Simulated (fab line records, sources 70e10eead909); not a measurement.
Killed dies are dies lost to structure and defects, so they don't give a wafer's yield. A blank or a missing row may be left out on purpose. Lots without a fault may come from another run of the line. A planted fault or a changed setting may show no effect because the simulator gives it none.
Problem report in the 8D (eight disciplines) form, filled by code | flow nand_harc | the parts of the form that need people (team, actions taken, sign-off) are left out

1. THE PROBLEM
oes_product_au at NHARC_P_ZERO_WELL_ETCH_63 reads a mean of 0.747 a.u. on 1 wafer of 1 lot; wafers without a fault read 0.999 a.u. with a standard deviation of 0.01. That is -25 standard deviations from the usual mean.
The step: etches the open film in HBr/Cl2, target depth 120 nm, time 40.1 s.
First seen on wafer L695.6, day 5 19:55, on rie_si-04. The record holds 15 wafers of 5 lots with a number at this step. Rule for "out", or "out of limits": more than 4 standard deviations from the usual mean. The other wafers with a number count as sound.

2. WHAT IT IS AND WHAT IT IS NOT
question                    | is               | is not
which readings at this step | oes_product_au   | drypump_motor_current_A, rf_fwd_power_W
which lots                  | L695             | L679, L684, L698, L701
which wafers of those lots  | L695.6           | L695.1, L695.5
read on which tools         | rie_si-04        | rie_si-03
when                        | from day 5 19:55 | up to then (8 sound wafers); but 6 sound wafers of L698, L701 came after

3. SUSPECTS, AND WHAT RULES EACH OUT
Counting: a tool at a process step up to the reading stays a suspect if it ran every lot that is out. Sound lots after the first of them don't rule it out here, since some wafers of a struck lot are sound.
- rie_diel-07 at NHARC_P_ZERO_WELL_DESCUM_13 (chemistry O2, time 3 s): kept. It ran the lot that is out, L695 (day 5 19:38).
- rie_diel-07 at NHARC_P_ZERO_WELL_ETCH_65 (etches the open film in N2/H2, target depth 80 nm, overetch 24 nm, time 87.88 s): kept. It ran the lot that is out, L695 (day 5 19:42).
- rie_diel-07 at NHARC_P_ZERO_WELL_ETCH_62 (etches the open film in CHF3/Ar, target depth 13 nm, time 6.5 s): kept. It ran the lot that is out, L695 (day 5 19:55). NHARC_P_ZERO_WELL_ETCH_62 gives no start for some lots, so the hours and the order of its lots are those of NHARC_P_ZERO_WELL_ETCH_63.
- rie_si-04 at NHARC_P_ZERO_WELL_ETCH_63 (etches the open film in HBr/Cl2, target depth 120 nm, time 40.1 s): kept. It ran the lot that is out, L695 (day 5 19:55); its last sound lot up to then is L679 (day 1 19:49). Its own readings are out on those wafers: oes_product_au.
- Within rie_diel-07 at NHARC_P_ZERO_WELL_DESCUM_13: the wafers that are out ran in chamber 0; their sound lot-mates ran in chambers 2, 3.
- Within rie_diel-07 at NHARC_P_ZERO_WELL_ETCH_65: the wafers that are out ran in chamber 0; their sound lot-mates ran in chamber 1.
- Within rie_diel-07 at NHARC_P_ZERO_WELL_ETCH_62: the wafers that are out ran in chamber 2; their sound lot-mates ran in chambers 1, 3.
- Within rie_si-04 at NHARC_P_ZERO_WELL_ETCH_63: the wafers that are out ran in chamber 3; their sound lot-mates ran in chambers 1, 2.
Left after counting: rie_diel-07 at NHARC_P_ZERO_WELL_DESCUM_13, rie_diel-07 at NHARC_P_ZERO_WELL_ETCH_65, rie_diel-07 at NHARC_P_ZERO_WELL_ETCH_62, rie_si-04 at NHARC_P_ZERO_WELL_ETCH_63.

4. THE CAUSE (what the simulator had put in)
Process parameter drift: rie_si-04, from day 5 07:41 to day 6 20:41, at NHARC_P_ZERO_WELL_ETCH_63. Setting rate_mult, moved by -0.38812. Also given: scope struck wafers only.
Counting left 4 suspects, and this tool is among them.

5. THE CHAIN OF EFFECTS, in route order
Each row: a reading whose mean over the struck wafers that have a number lies more than 3 standard deviations from the usual. Only readings for which the record gives a usual standard deviation are gone through. hours: the time from each lot's start at the first step in this table that gives one to its start at this step, as a median over the lots. sigmas: the change in usual standard deviations.
hours | step                      | reading        | usual      | on struck wafers | change | sigmas
0     | NHARC_P_ZERO_WELL_ETCH_63 | oes_product_au | 0.999 a.u. | 0.747            | -0.252 | -25
The process steps in it:
- NHARC_P_ZERO_WELL_ETCH_63: etches the open film in HBr/Cl2, target depth 120 nm, time 40.1 s.
Later measuring or inspecting steps at which every struck wafer that the step has a row for has a number for every such reading, and none has moved that far: NHARC_P_ZERO_WELL_CD_MEAS_24, NHARC_P_ZERO_WELL_CD_MEAS_37, NHARC_END_SORT_01.

6. WHAT WOULD HAVE CAUGHT IT SOONER
In this record the first reading out of limits was taken at day 5 19:55, 12 hours after the fault began at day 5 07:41.
